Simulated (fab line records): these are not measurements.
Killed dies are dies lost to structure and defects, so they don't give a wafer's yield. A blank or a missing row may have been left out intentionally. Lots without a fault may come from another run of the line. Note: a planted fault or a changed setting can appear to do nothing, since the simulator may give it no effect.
fab line records	flow n5_finfet
[record] lots = 10	wafers = 29	last_day = 19
route steps=1938 shown MOL_CONTACT_COAG@619 BEOL_M0_SAQP@633 BEOL_M4@1111
lots that met no fault: from a run of the same line without faults
start_h: the number of hours between the record's first day and the start of the first shown wafer of the lot	wait_h: hours elapsed since this lot's preceding step	" repeats the value in the row above	L1.1+2: one row covering several wafers at once	- no value, or no start given	* or withheld: withheld	< > ~ a bound
route shown NAME@n: a module of which the file shows steps, and the number in the route of the first	usual: mean/standard deviation taken from wafers without a fault	same: alike in all rows	chamber/n: place in a boat	sites: readings site by site	_std_site: the standard deviation of these	_edge_site: mean of outer sites minus mean of inner sites	radius_mm: how far each site lies from the wafer's centre	mask NAME#n: copy n	behind: the tool/chamber that last shaped the wafer	hold: why the lot was held/for how many hours/how that ended	device: whichever transistor did not switch (one of n, p or np)	end of line: the route-end tests of the same wafers	for a step that has no rows: nothing shown but its recipe	killed: count of dies lost to structure and defects at first sort (not the wafer's yield)	map: a wafer's dies, marking killed ones x, the rest . and places with no die _
set.NAME: the setting as run; set.NAME@STEP: as run at that earlier step	model.NAME: the simulator's own value behind a step, which no gauge read
steps of the route over a sample of lots; a table a step, a row a wafer
services: when a tool's chamber went out of use (start_h, in hours from the record's first day, below 0 if earlier), for how many hours, and the reason
[[steps]]
[step N5_MOL_CONTACT_COAG_STRIP_49]
[recipe] chemistry = N2/H2	time_s = 30	power_w = 1000	temp_c = 250	pressure_mtorr = withheld	n2_flow_sccm = 1750	h2_flow_sccm = 3250
[usual] drypump_motor_current_A = 5.8/0.43	heater_power_w = 355/30
lot.wafer	tool	chamber	start_h	wait_h	drypump_motor_current_A	heater_power_w	rf_hours_counter_h
L469.1	plasma_asher-02	1	102.42	-	5.7	359	93
L469.3	"	0	"	"	6.4	376	-
L472.1	plasma_asher-01	1	119.08	-	5.3	302	44
L472.2	"	0	"	"	5.5	368	44
L472.5	"	0	"	"	5.5	363	-
L473.1	plasma_asher-01	0	126.89	-	5.5	362	46
L473.3	"	1	"	"	5.3	300	-
L473.6	"	0	"	"	5.5	373	-
L476.2	plasma_asher-02	0	146.88	-	6.4	388	101
L476.5	"	1	"	"	5.7	367	-
L476.6	"	0	"	"	6.4	377	-
L477.1	plasma_asher-02	0	149.52	-	6.5	377	101
L477.2	"	1	"	"	5.7	364	101
L477.5	"	1	"	"	5.7	366	-
L479.4	plasma_asher-02	0	161.09	-	6.4	387	-
L479.5	"	1	"	"	5.7	371	-
L479.6	"	0	"	"	6.4	384	-
L488.3	plasma_asher-02	0	221.78	-	6.4	387	-
L488.5	"	0	"	"	6.5	381	-
L488.6	"	1	"	"	5.7	361	-
L489.1	plasma_asher-02	0	222.87	-	6.5	387	117
L489.4	"	0	"	"	6.5	371	-
L489.5	"	0	"	"	6.5	377	-
L490.2	plasma_asher-01	1	234.64	-	5.3	298	67
L490.3	"	0	"	"	5.5	366	-
L490.6	"	0	"	"	5.5	373	-
L492.1	plasma_asher-02	1	241.45	-	5.7	363	121
L492.3	"	0	"	"	6.5	379	-
L492.6	"	0	"	"	6.4	380	-
[step N5_BEOL_M0_SAQP_ILD_DEP_01]
[recipe] material = SiOC	target_thk_a = 454.19	temp_c = 350	precursor = DEMS/O2	pressure_torr = 5	rf_w = 500	time_s = 8.7
[usual] heater_power_w = 491/78	showerhead_plenum_p_Torr = 5.697/0.019	throttle_valve_pct = 12.1/0.88
lot.wafer	tool	chamber	start_h	wait_h	heater_power_w	showerhead_plenum_p_Torr	since_wet_clean_h	throttle_valve_pct
L469.1	pecvd-03	0	106.74	0.0	477	5.732	992	12.9
L469.3	"	1	"	"	534	5.729	1717	12.5
L472.1	pecvd-02	1	123.38	0.0	636	5.691	1371	12.7
L472.2	"	0	"	"	581	5.676	646	11.4
L472.5	"	1	"	"	615	5.692	-	12.6
L473.1	pecvd-03	1	131.20	0.0	548	5.731	1741	12.8
L473.3	"	2	"	"	364	5.709	-	10.2
L473.6	"	1	"	"	536	5.718	-	12.5
L476.2	pecvd-04	1	151.21	0.0	430	5.685	1943	12.5
L476.5	"	2	"	"	454	5.695	-	11.9
L476.6	"	0	"	"	563	5.685	-	13.5
L477.1	pecvd-04	1	154.24	0.0	430	5.686	1946	12.5
L477.2	"	2	"	"	516	5.720	467	11.8
L477.5	"	0	"	"	603	5.684	-	13.5
L479.4	pecvd-02	1	165.39	0.0	535	5.708	-	12.6
L479.5	"	0	"	"	550	5.678	-	11.3
L479.6	"	2	"	"	486	5.713	-	11.6
L488.3	pecvd-04	1	226.07	0.0	411	5.677	2017	12.5
L488.5	"	1	"	"	409	5.681	-	12.6
L488.6	"	2	"	"	490	5.700	-	11.9
L489.1	pecvd-02	1	229.08	0.0	514	5.683	1477	12.4
L489.4	"	0	"	"	472	5.672	-	11.5
L489.5	"	1	"	"	517	5.705	-	12.7
L490.2	pecvd-02	2	239.29	0.0	471	5.691	8	10.7
L490.3	"	0	"	"	481	5.682	762	11.4
L490.6	"	1	"	"	591	5.709	-	12.4
L492.1	pecvd-04	0	245.80	0.0	626	5.686	1312	13.3
L492.3	"	2	"	"	456	5.699	558	11.7
L492.6	"	0	"	"	631	5.679	-	13.5
[step N5_BEOL_M0_SAQP_HM_DEP_02]
[recipe] material = TiN	target_thk_a = 120	temp_c = 25	chamber_pressure_pa = 0.49996
[usual] chamber_pressure_pa = 0.4999/0.00097	throttle_valve_pct = 30.1/1.4
lot.wafer	tool	chamber	start_h	wait_h	chamber_pressure_pa	throttle_valve_pct
L469.1	pvd_sputter-03	-	108.88	2.1	0.5002	27.5
L469.3	"	-	"	"	0.5018	29.6
L472.1	pvd_sputter-02	-	123.95	0.6	0.4977	30.1
L472.2	"	-	"	"	0.5000	31.9
L472.5	"	-	"	"	0.4998	30.4
L473.1	pvd_sputter-03	-	131.53	0.3	0.5014	30.5
L473.3	"	-	"	"	0.5021	27.5
L473.6	"	-	"	"	0.5023	29.4
L476.2	pvd_sputter-01	-	151.27	0.0	0.4999	31.2
L476.5	"	-	"	"	0.5000	32.2
L476.6	"	-	"	"	0.5009	31.1
L477.1	pvd_sputter-03	-	154.41	0.2	0.4998	30.3
L477.2	"	-	"	"	0.5000	28.7
L477.5	"	-	"	"	0.5005	29.3
L479.4	pvd_sputter-03	-	165.43	0.0	0.5004	30.1
L479.5	"	-	"	"	0.5002	27.1
L479.6	"	-	"	"	0.4988	29.1
L488.3	pvd_sputter-03	-	226.56	0.5	0.5004	27.4
L488.5	"	-	"	"	0.4987	29.3
L488.6	"	-	"	"	0.5006	27.7
L489.1	pvd_sputter-03	-	231.08	2.0	0.5002	28.9
L489.4	"	-	"	"	0.4983	27.5
L489.5	"	-	"	"	0.5005	29.0
L490.2	pvd_sputter-02	-	239.93	0.6	0.4991	30.7
L490.3	"	-	"	"	0.5003	30.1
L490.6	"	-	"	"	0.4999	29.9
L492.1	pvd_sputter-01	-	245.88	0.1	0.5009	31.3
L492.3	"	-	"	"	0.4998	30.9
L492.6	"	-	"	"	0.5006	31.3
[step N5_BEOL_M0_SAQP_PECVD_03]
[recipe] material = SiCN	target_thk_a = 120	temp_c = withheld	precursor = 3MS/NH3	pressure_torr = 3	rf_w = 202	time_s = 21.1
[usual] run_length_s = 51.3/0.48	showerhead_plenum_p_Torr = 3.668/0.016	throttle_valve_pct = 9.2/0.6
lot.wafer	tool	chamber	start_h	wait_h	run_length_s	showerhead_plenum_p_Torr	since_wet_clean_h	throttle_valve_pct
L469.1	pecvd-02	2	109.01	0.1	51.2	3.676	2082	8.9
L469.3	"	0	"	"	50.9	3.651	632	8.3
L472.1	pecvd-03	1	124.07	0.1	52.5	3.690	1734	9.6
L472.2	"	2	"	"	50.8	3.657	247	7.9
L472.5	"	1	"	"	52.3	3.679	-	9.8
L473.1	pecvd-02	2	131.65	0.1	51.4	3.678	2104	8.8
L473.3	"	0	"	"	50.8	3.644	654	8.6
L473.6	"	2	"	"	51.7	3.677	-	8.9
L476.2	pecvd-02	1	151.39	0.1	51.3	3.673	1399	9.6
L476.5	"	0	"	"	42.8	3.650	-	8.7
L476.6	"	2	"	"	51.7	3.679	-	8.8
L477.1	pecvd-04	0	154.53	0.1	51.7	3.655	1221	10.3
L477.2	"	1	"	"	50.8	3.659	1946	9.8
L477.5	"	2	"	"	51.0	3.666	-	8.8
L479.4	pecvd-02	1	165.56	0.1	51.3	3.673	-	9.6
L479.5	"	0	"	"	42.9	3.644	-	8.8
L479.6	"	2	"	"	51.4	3.673	-	8.8
L488.3	pecvd-02	0	226.69	0.1	50.8	3.649	-	8.9
L488.5	"	0	"	"	51.1	3.646	-	8.8
L488.6	"	1	"	"	51.6	3.666	-	9.4
L489.1	pecvd-03	2	231.21	0.1	51.4	3.669	354	7.8
L489.4	"	2	"	"	51.2	3.665	-	7.9
L489.5	"	0	"	"	50.6	3.702	-	9.8
L490.2	pecvd-02	2	240.05	0.1	51.5	3.672	9	8.1
L490.3	"	0	"	"	50.5	3.655	763	8.6
L490.6	"	0	"	"	50.6	3.653	-	8.9
L492.1	pecvd-03	1	246.00	0.1	52.0	3.687	1856	9.5
L492.3	"	0	"	"	50.8	3.692	1131	9.8
L492.6	"	0	"	"	50.6	3.687	-	9.6
[step N5_BEOL_M4_RC_MEAS_101]
[usual] DIBL_N = 36.3/2.2	DIBL_P = 36.0/2.4	IOFF_N = 0.16/0.042	IOFF_P = 0.22/0.041	ION_N = 672/14	ION_P = 462/7.9	SS_N = 71.7/0.76	SS_P = 73.3/0.72	VT_N = 250/3.6	VT_P = -249/3
lot.wafer	tool	chamber	start_h	wait_h	DIBL_N[mV/V]	DIBL_P[mV/V]	IOFF_N[nA/um]	IOFF_P[nA/um]	ION_N[uA/um]	ION_P[uA/um]	SS_N[mV/dec]	SS_P[mV/dec]	VT_N[mV]	VT_P[mV]
L469.1	prober-02	0	167.38	0.0	37.2	38.0	0.19	0.24	680	463	72.1	74.9	245	-252
L469.3	"	0	"	"	36.3	36.5	0.16	0.21	661	459	71.8	73.9	253	-251
L472.1	prober-01	0	180.50	0.0	34.9	34.5	0.14	0.20	668	463	72.2	73.3	249	-248
L472.2	"	0	"	"	34.7	34.2	0.14	0.20	670	463	71.0	73.2	249	-250
L472.5	"	0	"	"	34.9	34.7	0.15	0.20	678	467	71.4	73.4	247	-246
L473.1	prober-02	0	191.97	0.0	37.0	38.2	0.18	0.25	675	465	72.0	74.1	248	-249
L473.3	"	0	"	"	38.0	38.6	0.19	0.25	666	454	72.3	73.6	246	-251
L473.6	"	0	"	"	37.0	37.7	0.17	0.24	676	470	72.0	73.1	247	-249
L476.2	prober-02	0	209.20	0.2	35.0	34.9	0.15	0.21	661	459	71.3	72.7	253	-249
L476.5	"	0	"	"	35.1	34.7	0.15	0.21	672	462	70.9	73.5	251	-250
L476.6	"	0	"	"	37.3	37.2	0.20	0.27	673	466	71.7	74.0	247	-247
L477.1	prober-01	0	210.30	0.0	34.6	33.0	0.11	0.17	662	458	70.9	72.2	253	-253
L477.2	"	0	"	"	36.1	34.1	0.13	0.19	663	458	71.0	72.6	253	-250
L477.5	"	0	"	"	37.9	36.8	0.17	0.24	689	470	72.2	72.9	250	-246
L479.4	prober-02	0	222.45	0.7	37.8	35.5	0.18	0.22	675	464	72.2	73.7	250	-248
L479.5	"	0	"	"	39.1	38.1	0.20	0.26	678	465	72.0	73.9	246	-249
L479.6	"	0	"	"	39.7	37.4	0.20	0.23	680	461	72.5	73.3	249	-248
L488.3	prober-01	0	313.19	0.3	37.3	39.3	0.20	0.30	689	482	70.9	74.7	244	-241
L488.5	"	0	"	"	38.0	39.8	0.21	0.31	692	476	72.5	74.0	245	-244
L488.6	"	0	"	"	33.8	34.4	0.12	0.19	661	460	70.5	72.2	252	-249
L489.1	prober-02	0	316.38	0.0	36.8	37.1	0.18	0.24	679	464	72.0	73.5	247	-248
L489.4	"	0	"	"	36.5	38.0	0.20	0.26	706	483	71.7	73.3	243	-245
L489.5	"	0	"	"	36.3	37.4	0.18	0.23	692	467	71.8	73.1	248	-246
L492.1	prober-02	0	333.91	0.0	36.6	36.4	0.15	0.18	655	445	72.2	73.0	253	-253
L492.3	"	0	"	"	34.5	35.3	0.13	0.18	664	459	70.8	72.3	251	-255
L492.6	"	0	"	"	33.8	34.7	0.11	0.16	657	453	70.8	72.7	255	-252
L490.2	prober-01	0	342.46	0.6	33.2	34.8	0.14	0.19	674	468	70.5	72.9	251	-251
L490.3	"	0	"	"	34.1	35.7	0.15	0.19	685	470	71.1	72.8	249	-251
L490.6	"	0	"	"	33.4	34.9	0.14	0.20	672	465	71.2	72.7	250	-250
[[services]]
tool	chamber	start_h	hours	kind
plasma_asher-01	-	82.60	2.8	pm
pecvd-02	1	89.46	16.5	scheduled_down
plasma_asher-01	-	112.36	0.9	repair
pecvd-03	1	118.68	2.1	scheduled_down
pecvd-03	0	129.93	5.5	scheduled_down
pecvd-04	-	131.73	0.5	repair
pvd_sputter-03	-	133.80	2.7	repair
plasma_asher-02	-	140.60	4.3	pm
pecvd-04	0	165.96	12.2	repair
pecvd-03	-	189.70	2.8	pm
pecvd-02	2	202.38	-	clean
pecvd-02	2	202.38	-	consumable_replace:showerhead
pecvd-02	2	202.38	29.0	scheduled_down
pecvd-02	2	202.38	29.0	vent_cycle
pecvd-02	-	231.82	5.6	repair
pecvd-04	0	231.97	6.2	repair
[[key]]
[first_sign] step = N5_BEOL_M0_SAQP_PECVD_03	reading = run_length_s	direction = down	sigmas = 18	usual = *	struck = *
effect none on later readings
met_at N5_BEOL_M0_SAQP_PECVD_03
struck_lots L476,L479
struck_wafers L476.5,L479.5
not_acting_at N5_MOL_CONTACT_COAG_STRIP_49,N5_BEOL_M0_SAQP_ILD_DEP_01,N5_BEOL_M0_SAQP_HM_DEP_02
onset_between 131.65 151.39
[fault] kind = process_parameter_drift	tool = pecvd-02	chamber = 0	onset_h = 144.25	steps = N5_BEOL_M0_SAQP_PECVD_03	channel = time_s	offset = *	shape = step	end_h = 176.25	acts_in = *	stated = *
